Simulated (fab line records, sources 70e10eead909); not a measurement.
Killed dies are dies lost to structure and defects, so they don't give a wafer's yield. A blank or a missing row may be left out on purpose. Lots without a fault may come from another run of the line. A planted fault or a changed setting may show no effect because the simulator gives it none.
Chamber matching | flow nand_harc | NHARC_P_CONTACT_DEP_30 on pecvd-02: 3 sister chambers
The step deposits SiNx, target thk 30 nm. 14 wafers are shown with their chamber, then 7 later ones without.

WAFERS WITH THEIR CHAMBER
wafer  | chamber | heater_power_outer_w (W) | heater_power_w (W)
L080.1 | 1       | 459                      | 815
L080.5 | 2       | 440                      | 703
L080.6 | 1       | 461                      | 822
L084.1 | 1       | 379                      | 708
L084.5 | 0       | 510                      | 790
L084.6 | 2       | 472                      | 764
L085.1 | 2       | 482                      | 792
L085.5 | 0       | 528                      | 780
L085.6 | 2       | 488                      | 788
L086.2 | 2       | 494                      | 774
L086.3 | 1       | 462                      | 812
L086.5 | 1       | 470                      | 807
L090.1 | 2       | 523                      | 810
L090.3 | 0       | 479                      | 763

SIGNATURES (means of the wafers above)
reading              | chamber 0 | chamber 1 | chamber 2 | scatter within a chamber
heater_power_outer_w | 505.67    | 446.20    | 483.17    | 31.1
heater_power_w       | 777.67    | 792.80    | 771.83    | 38.6
Rule: a wafer's distance from a chamber is the root of the sum, over the readings, of the square of ((its reading less the chamber's mean) divided by the reading's scatter). The wafer belongs to the nearest chamber; if the next one is less than 2 further off, it can't be placed. The scatter: the root of (the sum of the squares of (reading less its chamber's mean) over the shown wafers, divided by (wafers less chambers)).

WAFERS WITHOUT THEIR CHAMBER
wafer  | heater_power_outer_w (W) | heater_power_w (W)
L090.5 | 491                      | 756
L094.1 | 409                      | 706
L094.3 | 430                      | 668
L094.5 | 425                      | 656
L095.3 | 432                      | 701
L095.5 | 430                      | 681
L095.6 | 432                      | 764

WHICH CHAMBER EACH WENT THROUGH
wafer  | from the rows above          | in truth
L090.5 | can't be placed: 2 or 0 or 1 | 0
L094.1 | can't be placed: 1 or 2 or 0 | 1
L094.3 | can't be placed: 2 or 1 or 0 | 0
L094.5 | can't be placed: 2 or 1 or 0 | 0
L095.3 | can't be placed: 1 or 2 or 0 | 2
L095.5 | can't be placed: 2 or 1 or 0 | 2
L095.6 | can't be placed: 1 or 2 or 0 | 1
Placed correctly: 0 of 7. Can't be placed from these rows: 7 (the true chamber is among the candidates in 7). Placed wrongly: 0.
